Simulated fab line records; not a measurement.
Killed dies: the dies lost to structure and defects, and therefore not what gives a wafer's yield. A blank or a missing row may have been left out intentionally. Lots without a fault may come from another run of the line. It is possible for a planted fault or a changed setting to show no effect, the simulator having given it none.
Code-filled problem report in 8D (eight disciplines) form || flow n5-finfet || the parts of the form that need people (team, actions taken, sign-off) are left out

1. WHAT WENT WRONG
M12_ILD_THK at N5_BEOL_M12_THK_MEAS_01 reads a mean of 895 nm on 1 wafer of 1 lot; wafers without a fault read 658 nm with a standard deviation of 8.6. That puts it +28 standard deviations away from the usual mean.
Earliest sighting: wafer L987.5 on film-metro-01 at day 18 04:00. The record has a number at this step for 30 wafers belonging to 10 lots. The rule behind "out" and "out of limits": a value lying over 4 standard deviations away from the usual mean. All remaining wafers that have a number are taken as sound.

2. WHAT THIS IS AND IS NOT
{"question": "which readings at this step", "is": "M12_ILD_THK", "is not": "-"}
{"question": "which lots", "is": "L987", "is not": "L966, L968, L969, L970, L971, L975, L977, L979, L981"}
{"question": "which wafers of those lots", "is": "L987.5", "is not": "L987.2, L987.3"}
{"question": "read on which gauges", "is": "film-metro-01", "is not": "film-metro-02"}
{"question": "when", "is": "from day 18 04:00", "is not": "up to then (29 sound wafers)"}

3. THE SUSPECTS, EACH WITH WHAT RULES IT OUT
Counting: a tool at a process step up to the reading stays a suspect if it ran every lot that is out. Sound lots after the first of them don't rule it out here, since some wafers of a struck lot are sound.
- the gauge at N5_BEOL_M12_THK_MEAS_01 is ruled out. All the wafers that are out were read on film-metro-01, but those of them that N5_BEOL_M12_STRIP_63 has rows for are out there too, on other tools.
- rie-diel-02 at N5_BEOL_M11_STRIP_77 (strips in N2/H2, time 10 s): kept. L987, the lot that is out, went through it at day 18 01:37; up to then, the latest sound lot through it was L981 at day 15 14:37. Because N5_BEOL_M11_STRIP_77 lacks a start for some lots, the hours and order of its lots are taken from N5_BEOL_M11_DEGAS_44.
- pvd-sputter-03 at N5_BEOL_M11_DEGAS_44 (time 60 s): kept. L987, the lot that is out, went through it at day 18 01:37; up to then, the latest sound lot through it was L979 at day 14 23:46.
- pecvd-02 at N5_BEOL_M12_ILD_DEP_00 (deposits SiOC from DEMS/O2, target thk 658.92 nm, time 130.7 s): kept. L987, the lot that is out, went through it at day 18 03:52; up to then, the latest sound lot through it was L981 at day 15 16:41.
- Within pecvd-02 at N5_BEOL_M12_ILD_DEP_00: the wafers that are out ran in chamber 1; their sound lot-mates ran in chambers 0, 2.
Still standing after the count: rie-diel-02 at N5_BEOL_M11_STRIP_77, pvd-sputter-03 at N5_BEOL_M11_DEGAS_44, pecvd-02 at N5_BEOL_M12_ILD_DEP_00.

4. THE CAUSE (what the simulator had put in)
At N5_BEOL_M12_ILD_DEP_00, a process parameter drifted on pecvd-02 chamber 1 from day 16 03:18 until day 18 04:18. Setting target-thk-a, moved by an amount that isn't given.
Of the 3 suspects that counting leaves, this tool is one.

5. THE CHAIN OF EFFECTS, in route order
Rows list readings where the struck wafers' mean (over those with a number) sits beyond 3 standard deviations from the usual. Only readings for which the record gives a usual standard deviation are gone through. hours: the time from each lot's start at the first step in this table that gives one to its start at this step, as a median over the lots. sigmas: the change in usual standard deviations.
{"hours": 0, "step": "N5_BEOL_M12_THK_MEAS_01", "reading": "M12_ILD_THK", "usual": "658 nm", "on struck wafers": 895, "change": "+237", "sigmas": "+28"}
{"hours": 1, "step": "N5_BEOL_M12_STRIP_63", "reading": "oes-product-au", "usual": "0.693 a.u.", "on struck wafers": 0.664, "change": -0.029, "sigmas": -6.3}
{"hours": 1, "step": "N5_BEOL_M12_STRIP_63", "reading": "strip-time-to-endpoint-s", "usual": "42.4 s", "on struck wafers": 22.6, "change": -19.8, "sigmas": -27}
Here are the process steps it includes:
- N5_BEOL_M12_STRIP_63: strips in N2/H2.

6. HOW IT WOULD HAVE BEEN CAUGHT EARLIER
The first out-of-limits reading at a measuring or inspecting step in this record came at day 18 04:00, 49 hours after the fault's start at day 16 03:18.
An alarm limit of 4 standard deviations would not have fired on the tool readings at N5_BEOL_M12_ILD_DEP_00 for which the record gives a usual standard deviation, since none of them was out on any struck wafer.
The start of N5_BEOL_M12_ILD_DEP_00 on pecvd-02 came by day 18 04:00 for every one of the lots that are out (1). A hold on the tool at that time would have spared none of them.
